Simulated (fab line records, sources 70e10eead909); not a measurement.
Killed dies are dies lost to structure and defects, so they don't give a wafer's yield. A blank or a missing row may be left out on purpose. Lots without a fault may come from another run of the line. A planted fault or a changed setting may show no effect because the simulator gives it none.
fab line records | flow nand_harc
record lots=7 wafers=21 last_day=25
route steps=1159 shown P_M0@273 P_M1@285 END@1159
lots that met no fault: from a run of the same line without faults
start_h: hours from the record's first day to the start of the lot's first wafer shown | wait_h: hours since the lot's step before | " the same as in the row above | L1.1+2: a row that stands for several wafers | - no value, or no start given | * or withheld: withheld | < > ~ a bound
route shown NAME@n: a module of which the file shows steps, and the number in the route of the first | usual: mean/standard deviation of fault-free wafers | same: alike in all rows | chamber/n: place in a boat | sites: the reading at each site | _std_site: their standard deviation | _edge_site: outer sites' mean less inner sites' | radius_mm: how far each site lies from the wafer's centre | mask NAME#n: copy n | behind: the tool/chamber that last shaped the wafer | hold: why the lot was held/for how many hours/how that ended | device: the transistor (n, p or np) that didn't switch | end of line: the same wafers' tests at the end of the route | a step without rows: its recipe alone | killed: dies lost to structure and defects at the first sort, not the wafer's yield | map: a wafer's dies, x killed, . not, _ none there
set.NAME: the setting as run; set.NAME@STEP: as run at that earlier step | model.NAME: the simulator's own value behind a step, which no gauge read
lots at some steps of the route; a table a step, a row a wafer
services: from which hour (start_h, from the record's first day; less than 0 if before it) a tool's chamber was out of use, for how many hours, and why
## steps
# step NHARC_P_M0_PRE_CLEAN_29
# recipe time_s=30 temp_c=280 gas=H2/He
# usual heater_power_w=421/37
# columns lot.wafer tool chamber start_h wait_h heater_power_w
L138.3 pvd_sputter-01 - - - 435
L138.2 " - " " 499
L138.6 " - " " 413
L141.2 pvd_sputter-01 - - - 440
L141.3 " - " " 432
L141.5 " - " " 404
L145.2 pvd_sputter-02 - - - 418
L145.4 " - " " 383
L145.5 " - " " 445
L150.2 pvd_sputter-01 - - - 446
L150.4 " - " " 436
L150.6 " - " " 441
L151.4 pvd_sputter-02 - - - 413
L151.3 " - " " 373
L151.6 " - " " 387
L152.3 pvd_sputter-01 - - - 409
L152.6 " - " " 411
L152.5 " - " " 438
L159.4 pvd_sputter-01 - - - 472
L159.2 " - " " 445
L159.5 " - " " 401
# step NHARC_P_M0_PVD_20
# recipe target_thk_a=50 bias_v=168.6 power_w=15000 chamber_pressure_pa=0.12 time_s=8.06 substrate_temp_c=50 material=TaN
# step NHARC_P_M0_PVD_21
# recipe target_thk_a=300 chamber_pressure_pa=5 power_w=5000 substrate_temp_c=30 time_s=20.49 material=Cu
# usual throttle_valve_pct=30.3/0.95
# columns lot.wafer tool chamber start_h wait_h throttle_valve_pct
L138.3 pvd_sputter-01 - - - 31.1
L138.2 " - " " 29.7
L138.6 " - " " 30.2
L141.2 pvd_sputter-01 - - - 31.1
L141.3 " - " " 30.1
L141.5 " - " " 30.0
L145.2 pvd_sputter-02 - - - 31.7
L145.4 " - " " 29.9
L145.5 " - " " 31.6
L150.2 pvd_sputter-01 - - - 30.0
L150.4 " - " " 30.8
L150.6 " - " " 30.2
L151.3 pvd_sputter-02 - - - 29.7
L151.4 " - " " 29.8
L151.6 " - " " 32.7
L152.3 pvd_sputter-01 - - - 30.5
L152.5 " - " " 30.0
L152.6 " - " " 29.8
L159.4 pvd_sputter-01 - - - 29.9
L159.2 " - " " 30.8
L159.5 " - " " 30.0
# step NHARC_P_M0_ECD_22
# recipe target_thk_a=4000 bath_temp_c=25 material=Cu
# step NHARC_P_M0_ANNEAL_30
# recipe temp_c=225 time_s=90
# step NHARC_P_M0_CMP_23
# recipe t_overpolish_s=20 target_thk_nm=117.53
# usual motor_current_A=12.5/1.6 time_to_endpoint_s=27.9/3
# columns lot.wafer tool chamber start_h wait_h motor_current_A time_to_endpoint_s
L138.2 cmp-04 0 131.91 - 13.2 26.7
L138.3 " 2 " " 13.9 27.1
L138.6 " 3 " " 13.5 30.9
L141.3 cmp-01 2 148.74 - 12.9 24.6
L141.2 " 0 " " 9.3 21.2
L141.5 " 3 " " 12.6 26.3
L145.2 cmp-04 3 170.70 - 13.1 30.6
L145.4 " 0 " " 13.4 30.6
L145.5 " 0 " " 12.9 28.2
L150.4 cmp-02 1 200.49 - 12.6 34.5
L150.2 " 2 " " 13.5 31.0
L150.6 " 2 " " 13.7 29.7
L151.3 cmp-02 3 207.15 - 9.1 29.2
L151.4 " 2 " " 13.5 29.1
L151.6 " 3 " " 9.5 29.7
L152.3 cmp-02 3 219.42 - 9.5 28.4
L152.5 " 3 " " 10.2 27.3
L152.6 " 0 " " 13.2 23.7
L159.4 cmp-02 3 261.50 - 9.8 23.2
L159.2 " 0 " " 12.2 20.6
L159.5 " 3 " " 9.3 23.5
# step NHARC_P_M0_THK_MEAS_24
# recipe thk_meas_gauge=xrf
# usual thk_nm=117.2/1.5
# columns lot.wafer tool chamber start_h wait_h thk_nm
L138.2 film_metro-01 - 132.20 - 116.5
L138.3 " - " " 117.2
L138.6 " - " " 118.8
L141.2 film_metro-01 - 149.05 - 114.5
L141.3 " - " " 117.1
L141.5 " - " " 114.0
L145.2 film_metro-01 - 171.01 - 119.4
L145.4 " - " " 117.6
L145.5 " - " " 117.6
L150.2 film_metro-01 - 200.81 - 116.1
L150.4 " - " " 118.7
L150.6 " - " " 116.8
L151.3 film_metro-02 - 207.46 - 117.5
L151.4 " - " " 118.3
L151.6 " - " " 118.2
L152.3 film_metro-02 - 219.74 - 115.9
L152.5 " - " " 115.6
L152.6 " - " " 116.5
L159.2 film_metro-02 - 261.82 - 116.3
L159.4 " - " " 114.9
L159.5 " - " " 114.0
# step NHARC_P_M0_SRD_25
# step NHARC_P_M0_INSPECT_27
# usual raw_defect_count=285/110
# columns lot.wafer tool chamber start_h wait_h raw_defect_count
L138.2 defect_inspect-02 - 132.36 0.0 160
L138.3 " - " " 141
L138.6 " - " " 174
L141.2 defect_inspect-01 - 149.22 0.0 273
L141.3 " - " " 147
L141.5 " - " " 251
L145.2 defect_inspect-02 - 171.18 0.0 438
L145.4 " - " " 365
L145.5 " - " " 235
L150.2 defect_inspect-01 - 200.97 0.0 308
L150.4 " - " " 274
L150.6 " - " " 277
L151.3 defect_inspect-01 - 207.62 0.0 258
L151.4 " - " " 324
L151.6 " - " " 343
L152.3 defect_inspect-01 - 219.89 0.0 298
L152.5 " - " " 190
L152.6 " - " " 230
L159.2 defect_inspect-02 - 261.97 0.0 181
L159.4 " - " " 231
L159.5 " - " " 228
# step NHARC_P_M0_PRE_CLEAN_31
# recipe time_s=12 temp_c=370 rf_power_w=300 gas=NH3
# usual heater_power_w=612/110
# columns lot.wafer tool chamber start_h wait_h heater_power_w
L138.3 pecvd-02 1 132.44 0.1 622
L138.2 " 2 " " 485
L138.6 " 1 " " 631
L141.2 pecvd-03 0 149.30 0.1 773
L141.3 " 1 " " 596
L141.5 " 2 " " 587
L145.2 pecvd-03 0 171.24 0.1 835
L145.5 " 0 " " 854
L145.4 " 2 " " 617
L150.2 pecvd-02 1 201.09 0.1 684
L150.4 " 2 " " 468
L150.6 " 0 " " 662
L151.3 pecvd-02 0 207.88 0.3 589
L151.4 " 2 " " 494
L151.6 " 1 " " 713
L152.3 pecvd-04 2 219.99 0.1 553
L152.5 " 1 " " 771
L152.6 " 2 " " 546
L159.2 pecvd-03 0 262.05 0.1 828
L159.4 " 2 " " 615
L159.5 " 1 " " 580
# step NHARC_P_M0_DEP_32
# recipe target_thk_a=300 temp_c=370 target_thk_nm=30 pressure_torr=3 flow_sccm=200 rf_w=450 material=SiCN
# usual chamber_pressure_Torr=3.000/0.0064 heater_power_outer_w=307/66 heater_power_w=556/110
# columns lot.wafer tool chamber start_h wait_h chamber_pressure_Torr heater_power_outer_w heater_power_w
L138.3 pecvd-02 1 132.55 0.1 2.996 336 625
L138.2 " 2 " " 3.002 202 451
L138.6 " 1 " " 3.002 340 617
L141.2 pecvd-03 0 149.41 0.1 3.001 356 687
L141.3 " 1 " " 3.005 316 537
L141.5 " 2 " " 2.997 329 590
L145.2 pecvd-03 0 171.32 0.1 3.007 337 655
L145.5 " 0 " " 3.005 333 650
L145.4 " 2 " " 2.993 261 506
L150.2 pecvd-02 1 201.23 0.1 2.998 319 595
L150.4 " 2 " " 2.994 176 427
L150.6 " 0 " " 3.005 324 618
L151.3 pecvd-02 0 207.99 0.1 3.007 368 664
L151.4 " 2 " " 2.989 240 483
L151.6 " 1 " " 3.008 362 648
L152.3 pecvd-04 2 220.13 0.1 2.994 292 485
L152.5 " 1 " " 3.003 463 766
L152.6 " 2 " " 2.987 298 484
L159.2 pecvd-03 0 262.16 0.1 3.002 434 777
L159.4 " 2 " " 3.009 325 597
L159.5 " 1 " " 3.007 299 521
# step NHARC_P_M1_DEP_00
# recipe target_thk_a=1825 target_thk_nm=182.5 temp_c=withheld pressure_torr=5 flow_sccm=200 rf_w=600 material=SiOC
# usual chamber_pressure_Torr=5.001/0.012 rf_fwd_power_W=598.6/2
# columns lot.wafer tool chamber start_h wait_h chamber_pressure_Torr rf_fwd_power_W
L138.2 pecvd-03 2 132.96 - 4.977 595.0
L138.3 " 0 " " 5.010 598.0
L138.6 " 2 " " 4.995 597.3
L141.3 pecvd-02 1 149.78 - 5.003 601.2
L141.2 " 0 " " 5.003 599.9
L141.5 " 0 " " 5.013 595.6
L145.2 pecvd-03 1 171.74 - 4.987 598.9
L145.5 " 1 " " 5.000 596.9
L145.4 " 2 " " 4.988 600.1
L150.2 pecvd-02 2 201.63 - - -
L150.4 " 1 " " - -
L150.6 " 2 " " - -
L151.3 pecvd-02 1 208.57 - - -
L151.4 " 0 " " - -
L151.6 " 1 " " - -
L152.3 pecvd-03 2 220.46 - - -
L152.5 " 2 " " - -
L152.6 " 1 " " - -
L159.2 pecvd-04 1 262.53 - 5.014 596.4
L159.4 " 1 " " 5.018 596.9
L159.5 " 2 " " 5.000 598.6
# step NHARC_P_M1_DEHYDRATE_01
# recipe temp_c=150 time_s=120
# step NHARC_END_SORT_01
# recipe temp_c=25
# usual defect_limited_yield=95.6/1.6 killed_at_array=26/11 killed_at_other=0.4/0.78 killed_at_periphery=3.4/2.4 killed_dies=29/11 killed_open=3.1/1.9 killed_short=1.9/1.4 sort_bin_2_pct=1.3/0.63 sort_bin_3_pct=0.20/0.18 sort_bin_4_pct=2.8/1.1 sort_n_pass=648/11 sort_rim_yield_pct=95/3.4 sort_yield_pct=95.6/1.6
# same gross_dies=677 sort_bin_5_pct[%]=0 sort_bin_6_pct[%]=0 sort_bin_7_pct[%]=0 sort_bin_8_pct[%]=0 sort_rim_n_gross=106.00
# columns lot.wafer tool chamber start_h wait_h defect_limited_yield[%] killed_at_array killed_at_other killed_at_periphery killed_dies killed_open killed_short sort_bin_2_pct[%] sort_bin_3_pct[%] sort_bin_4_pct[%] sort_n_pass sort_rim_yield_pct[%] sort_yield_pct[%]
L138.2 prober-01 0 521.84 2.8 94.1 37 1 2 40 2 1 2.1 0.30 3.5 637 99 94.1
L138.3 prober-01 0 522.63 3.1 94.7 31 0 5 36 11 3 1.6 0.30 3.4 641 93 94.7
L138.6 prober-01 0 525.01 4.0 96.3 24 0 1 25 3 0 0.7 0 3.0 652 93 96.3
L141.2 prober-02 0 529.65 2.8 98.1 12 1 0 13 1 0 0.3 0 1.6 664 94 98.1
L141.3 prober-02 0 530.45 3.1 96.5 20 1 3 24 2 1 1.3 0.30 1.9 653 99 96.5
L141.5 prober-02 0 532.06 3.7 95.9 22 1 5 28 4 2 1.3 0.15 2.7 649 98 95.9
L145.2 prober-02 0 560.94 2.8 96.8 17 0 5 22 4 2 1.2 0.44 1.6 655 96 96.8
L145.4 prober-02 0 562.55 3.4 98.2 11 0 1 12 3 2 0.1 0 1.6 665 99 98.2
L145.5 prober-02 0 563.35 3.7 97.6 12 0 4 16 0 1 0.7 0 1.6 661 97 97.6
L151.3 prober-01 0 569.37 3.1 0 23 0 654 677 3 5 96.6 0.30 3.1 0 0 0
L151.4 prober-01 0 570.15 3.4 0 32 0 645 677 5 1 96.3 0.15 3.5 0 0 0
L151.6 prober-01 0 571.73 3.9 0 28 0 649 677 2 2 97.0 0.15 2.8 0 0 0
L150.2 prober-01 0 576.35 2.8 0 43 0 634 677 5 0 96.0 0.15 3.8 0 0 0
L150.4 prober-01 0 577.97 3.4 0 32 1 644 677 2 4 96.5 0.59 3.0 0 0 0
L150.6 prober-01 0 579.59 4.1 0 20 0 657 677 1 2 98.2 0.15 1.6 0 0 0
L152.3 prober-02 0 577.42 3.1 0 20 0 657 677 1 2 97.8 0.30 1.9 0 0 0
L152.5 prober-02 0 578.99 3.6 0 28 1 648 677 6 3 95.6 0.30 4.1 0 0 0
L152.6 prober-02 0 579.78 3.9 0 34 0 643 677 2 2 95.7 0.30 4.0 0 0 0
L159.2 prober-01 0 607.67 2.8 96.8 20 0 2 22 3 3 1.0 0 2.2 655 97 96.8
L159.4 prober-01 0 609.26 3.4 95.7 23 1 5 29 1 2 0.9 0.44 3.0 648 98 95.7
L159.5 prober-01 0 610.06 3.7 96.8 18 3 1 22 2 2 0.7 0.30 2.2 655 98 96.8
# killed by level:class
L138.2 A_CHANNEL_HOLE_D1:chamber_film_flake=16 A_SLIT:chamber_film_flake=11 A_STAIRCASE:chamber_film_flake=4 A_BONDPAD:chamber_film_flake=3 P_CONTACT:geometric_particle:open=1 A_WL_FILL:geometric_particle:short=1 A_CONTACT:geometric_particle:open=1 P_GATE:chamber_film_flake=1
L138.3 A_SLIT:chamber_film_flake=10 A_CHANNEL_HOLE_D1:chamber_film_flake=5 A_CONTACT:geometric_particle:open=4 A_CONTACT:chamber_film_flake=3 A_STAIRCASE:chamber_film_flake=3 P_M2:geometric_particle:open=2 A_CHANNEL_HOLE_D1:geometric_particle:open=2 P_CONTACT:geometric_particle:short=1
L138.6 A_CHANNEL_HOLE_D1:chamber_film_flake=11 A_CONTACT:chamber_film_flake=4 A_STAIRCASE:chamber_film_flake=3 A_SLIT:chamber_film_flake=3 P_M2:geometric_particle:open=1 A_SOURCE_PLATE:geometric_particle:open=1 A_CHANNEL_HOLE_D1:geometric_particle:open=1 A_BONDPAD:chamber_film_flake=1
L141.2 A_SLIT:chamber_film_flake=5 A_STAIRCASE:chamber_film_flake=3 A_CHANNEL_HOLE_D1:chamber_film_flake=2 A_CONTACT:chamber_film_flake=2 STARTING-WAFER:geometric_particle:open=1
L141.3 A_SLIT:chamber_film_flake=15 A_STAIRCASE:chamber_film_flake=2 P_GATE:geometric_particle:short=1 P_GATE:geometric_particle:open=1 A_CHANNEL_FILL_D1:geometric_particle:open=1 P_ZERO_WELL:chamber_film_flake=1 A_CONTACT:chamber_film_flake=1 A_M1:chamber_film_flake=1
L141.5 A_SLIT:chamber_film_flake=11 P_CONTACT:chamber_film_flake=4 A_CONTACT:geometric_particle:open=3 A_CHANNEL_HOLE_D1:chamber_film_flake=2 A_CONTACT:chamber_film_flake=2 A_CHANNEL_HOLE_D1:geometric_particle:open=1 A_SGD_CUT:geometric_particle:short=1 A_WL_FILL:geometric_particle:short=1
L145.2 A_CONTACT:chamber_film_flake=5 A_CHANNEL_HOLE_D1:chamber_film_flake=4 A_WL_FILL:chamber_film_flake=3 P_CONTACT:geometric_particle:open=1 P_M0:geometric_particle:open=1 P_M1:geometric_particle:open=1 A_ONON_D1:geometric_particle:short=1 A_WL_FILL:geometric_particle:short=1
L145.4 A_CONTACT:chamber_film_flake=5 P_M1:geometric_particle:open=1 A_SOURCE_PLATE:geometric_particle:short=1 A_CHANNEL_FILL_D1:geometric_particle:open=1 A_CHANNEL_FILL_D1:geometric_particle:short=1 A_BLC:geometric_particle:open=1 A_CHANNEL_HOLE_D1:chamber_film_flake=1 A_WL_FILL:chamber_film_flake=1
L145.5 P_ZERO_WELL:chamber_film_flake=3 A_CHANNEL_HOLE_D1:chamber_film_flake=3 A_STAIRCASE:chamber_film_flake=3 A_CONTACT:chamber_film_flake=3 A_ONON_D1:geometric_particle:short=1 P_STI:chamber_film_flake=1 A_SLIT:chamber_film_flake=1 A_WL_FILL:chamber_film_flake=1
L151.3 P_M1:area_dep=649 A_SLIT:chamber_film_flake=8 P_M0:geometric_particle:short=2 P_ZERO_WELL:chamber_film_flake=2 A_CHANNEL_HOLE_D1:chamber_film_flake=2 A_WL_FILL:chamber_film_flake=2 A_CONTACT:chamber_film_flake=2 P_M0:geometric_particle:open=1
L151.4 P_M1:area_dep=639 A_SLIT:chamber_film_flake=16 P_STI:chamber_film_flake=4 A_CONTACT:chamber_film_flake=4 A_CHANNEL_HOLE_D1:chamber_film_flake=3 A_CHANNEL_FILL_D1:geometric_particle:open=2 A_WL_FILL:chamber_film_flake=2 A_BLC:chamber_film_flake=2
L151.6 P_M1:area_dep=647 A_SLIT:chamber_film_flake=21 A_CHANNEL_FILL_D1:geometric_particle:short=2 A_ZERO_WELL:chamber_film_flake=2 P_GATE:geometric_particle:open=1 A_M0:geometric_particle:open=1 P_STI:chamber_film_flake=1 A_WL_FILL:chamber_film_flake=1
L150.2 P_M1:area_dep=632 A_CHANNEL_HOLE_D1:chamber_film_flake=19 A_SLIT:chamber_film_flake=16 A_ONON_D1:geometric_particle:open=1 A_CHANNEL_HOLE_D1:geometric_particle:open=1 A_CHANNEL_FILL_D1:geometric_particle:open=1 A_M0:geometric_particle:open=1 A_M1:geometric_particle:open=1
L152.3 P_M1:area_dep=653 A_CONTACT:chamber_film_flake=9 A_SLIT:chamber_film_flake=4 A_CHANNEL_HOLE_D1:chamber_film_flake=3 P_GATE:chamber_film_flake=2 P_GATE:geometric_particle:open=1 A_ONON_D1:geometric_particle:short=1 A_WL_FILL:geometric_particle:short=1
L150.4 P_M1:area_dep=644 A_CHANNEL_HOLE_D1:chamber_film_flake=18 A_CHANNEL_FILL_D1:chamber_film_flake=4 A_SLIT:chamber_film_flake=4 A_WL_FILL:geometric_particle:short=2 A_SOURCE_PLATE:geometric_particle:short=1 A_ONON_D1:geometric_particle:short=1 A_WL_FILL:geometric_particle:open=1
L152.5 P_M1:area_dep=638 A_CONTACT:chamber_film_flake=11 A_SLIT:chamber_film_flake=7 P_M2:chamber_film_flake=6 P_GATE:geometric_particle:short=2 A_CHANNEL_FILL_D1:geometric_particle:open=2 A_CONTACT:geometric_particle:open=2 A_STAIRCASE:chamber_film_flake=2
L150.6 P_M1:area_dep=656 A_CHANNEL_HOLE_D1:chamber_film_flake=14 A_SLIT:chamber_film_flake=2 P_M0:geometric_particle:short=1 A_CHANNEL_FILL_D1:geometric_particle:open=1 A_M0:geometric_particle:short=1 A_STAIRCASE:chamber_film_flake=1 A_CONTACT:chamber_film_flake=1
L152.6 P_M1:area_dep=636 A_SLIT:chamber_film_flake=20 A_CONTACT:chamber_film_flake=6 P_M2:chamber_film_flake=5 A_CHANNEL_HOLE_D1:chamber_film_flake=4 A_WL_FILL:geometric_particle:short=2 P_ZERO_WELL:chamber_film_flake=2 A_ONON_D1:geometric_particle:open=1
L159.2 A_CHANNEL_HOLE_D1:chamber_film_flake=8 A_CONTACT:chamber_film_flake=6 A_WL_FILL:geometric_particle:short=2 P_M1:geometric_particle:open=1 A_WL_FILL:geometric_particle:open=1 A_CONTACT:geometric_particle:open=1 A_CONTACT:geometric_particle:short=1 P_ZERO_WELL:chamber_film_flake=1
L159.4 A_CHANNEL_HOLE_D1:chamber_film_flake=12 P_STI:chamber_film_flake=5 A_CONTACT:chamber_film_flake=4 A_STAIRCASE:chamber_film_flake=3 A_ONON_D1:geometric_particle:short=1 A_WL_FILL:geometric_particle:short=1 A_M1:geometric_particle:open=1 A_CHANNEL_FILL_D1:chamber_film_flake=1
L159.5 A_CHANNEL_HOLE_D1:chamber_film_flake=11 THIN_TSV:chamber_film_flake=2 A_ONON_D1:geometric_particle:open=1 A_SGD_CUT:geometric_particle:short=1 A_M1:geometric_particle:open=1 STARTING-WAFER:geometric_particle:short=1 P_STI:chamber_film_flake=1 A_STAIRCASE:chamber_film_flake=1
# map L150.2 (x killed, . not)
____________x____________
_________xxxxxxx_________
_______xxxxxxxxxxx_______
______xxxxxxxxxxxxx______
_____xxxxxxxxxxxxxxx_____
____xxxxxxxxxxxxxxxxx____
____xxxxxxxxxxxxxxxxx____
___xxxxxxxxxxxxxxxxxxx___
___xxxxxxxxxxxxxxxxxxx___
__xxxxxxxxxxxxxxxxxxxxx__
__xxxxxxxxxxxxxxxxxxxxx__
_xxxxxxxxxxxxxxxxxxxxxxx_
_xxxxxxxxxxxxxxxxxxxxxxx_
_xxxxxxxxxxxxxxxxxxxxxxx_
_xxxxxxxxxxxxxxxxxxxxxxx_
_xxxxxxxxxxxxxxxxxxxxxxx_
xxxxxxxxxxxxxxxxxxxxxxxxx
xxxxxxxxxxxxxxxxxxxxxxxxx
xxxxxxxxxxxxxxxxxxxxxxxxx
xxxxxxxxxxxxxxxxxxxxxxxxx
xxxxxxxxxxxxxxxxxxxxxxxxx
_xxxxxxxxxxxxxxxxxxxxxxx_
_xxxxxxxxxxxxxxxxxxxxxxx_
_xxxxxxxxxxxxxxxxxxxxxxx_
_xxxxxxxxxxxxxxxxxxxxxxx_
_xxxxxxxxxxxxxxxxxxxxxxx_
__xxxxxxxxxxxxxxxxxxxxx__
__xxxxxxxxxxxxxxxxxxxxx__
___xxxxxxxxxxxxxxxxxxx___
___xxxxxxxxxxxxxxxxxxx___
____xxxxxxxxxxxxxxxxx____
____xxxxxxxxxxxxxxxxx____
_____xxxxxxxxxxxxxxx_____
______xxxxxxxxxxxxx______
_______xxxxxxxxxxx_______
_________xxxxxxx_________
____________x____________
# map L151.3 (x killed, . not)
____________x____________
_________xxxxxxx_________
_______xxxxxxxxxxx_______
______xxxxxxxxxxxxx______
_____xxxxxxxxxxxxxxx_____
____xxxxxxxxxxxxxxxxx____
____xxxxxxxxxxxxxxxxx____
___xxxxxxxxxxxxxxxxxxx___
___xxxxxxxxxxxxxxxxxxx___
__xxxxxxxxxxxxxxxxxxxxx__
__xxxxxxxxxxxxxxxxxxxxx__
_xxxxxxxxxxxxxxxxxxxxxxx_
_xxxxxxxxxxxxxxxxxxxxxxx_
_xxxxxxxxxxxxxxxxxxxxxxx_
_xxxxxxxxxxxxxxxxxxxxxxx_
_xxxxxxxxxxxxxxxxxxxxxxx_
xxxxxxxxxxxxxxxxxxxxxxxxx
xxxxxxxxxxxxxxxxxxxxxxxxx
xxxxxxxxxxxxxxxxxxxxxxxxx
xxxxxxxxxxxxxxxxxxxxxxxxx
xxxxxxxxxxxxxxxxxxxxxxxxx
_xxxxxxxxxxxxxxxxxxxxxxx_
_xxxxxxxxxxxxxxxxxxxxxxx_
_xxxxxxxxxxxxxxxxxxxxxxx_
_xxxxxxxxxxxxxxxxxxxxxxx_
_xxxxxxxxxxxxxxxxxxxxxxx_
__xxxxxxxxxxxxxxxxxxxxx__
__xxxxxxxxxxxxxxxxxxxxx__
___xxxxxxxxxxxxxxxxxxx___
___xxxxxxxxxxxxxxxxxxx___
____xxxxxxxxxxxxxxxxx____
____xxxxxxxxxxxxxxxxx____
_____xxxxxxxxxxxxxxx_____
______xxxxxxxxxxxxx______
_______xxxxxxxxxxx_______
_________xxxxxxx_________
____________x____________
## services
# columns tool chamber start_h hours kind
pecvd-03 - 111.09 13.0 pm
pecvd-03 0 111.09 13.0 vent_cycle
pecvd-03 1 111.09 13.0 vent_cycle
pecvd-03 2 111.09 13.0 vent_cycle
cmp-01 - 115.06 0.9 repair
pecvd-04 1 115.35 6.2 repair
pecvd-04 1 130.74 51.2 repair
cmp-02 - 132.77 4.0 pm
pvd_sputter-02 - 142.52 9.4 repair
pecvd-02 0 151.00 23.6 repair
pecvd-02 - 153.28 13.0 pm
pvd_sputter-01 - 158.00 10.0 pm
cmp-01 - 179.74 4.0 pm
cmp-04 - 182.09 0.2 repair
pecvd-04 2 182.93 9.7 repair
pecvd-04 - 195.00 13.0 pm
cmp-04 - 198.40 1.2 repair
cmp-04 - 203.01 4.0 pm
pvd_sputter-02 - 214.00 10.0 pm
cmp-04 - 222.23 3.9 repair
cmp-02 - 230.86 4.0 pm
cmp-04 - 234.78 1.7 repair
pvd_sputter-02 - 250.14 2.0 repair
cmp-01 - 258.10 5.2 repair
## key
first_sign step=NHARC_P_M1_DEP_00 reading=tool_record direction=missing
effect step=NHARC_END_SORT_01 reading=killed_at_periphery direction=up sigmas=99+ usual=3.4 struck=647.9
more_kills_born_at NHARC_P_M1_DEP_00@pecvd-02=3867 NHARC_P_M1_DEP_00@pecvd-03=1927
met_at NHARC_P_M1_DEP_00
struck_wafers L150.2,L150.4,L150.6,L151.3,L151.4,L151.6,L152.3,L152.5,L152.6
later_rows_left_out L150.2,L150.4,L150.6,L151.3,L151.4,L151.6,L152.3,L152.5,L152.6
onset_between 171.74 201.63
fault kind=skipped_step_whole tool=pecvd-02,pecvd-03 chamber=- onset_h=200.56 steps=NHARC_P_M1_DEP_00 scope=struck_lots_only
# later_rows_left_out: the simulator's readings of these wafers behind a module that went badly wrong aren't trusted and aren't shown, but for the sort
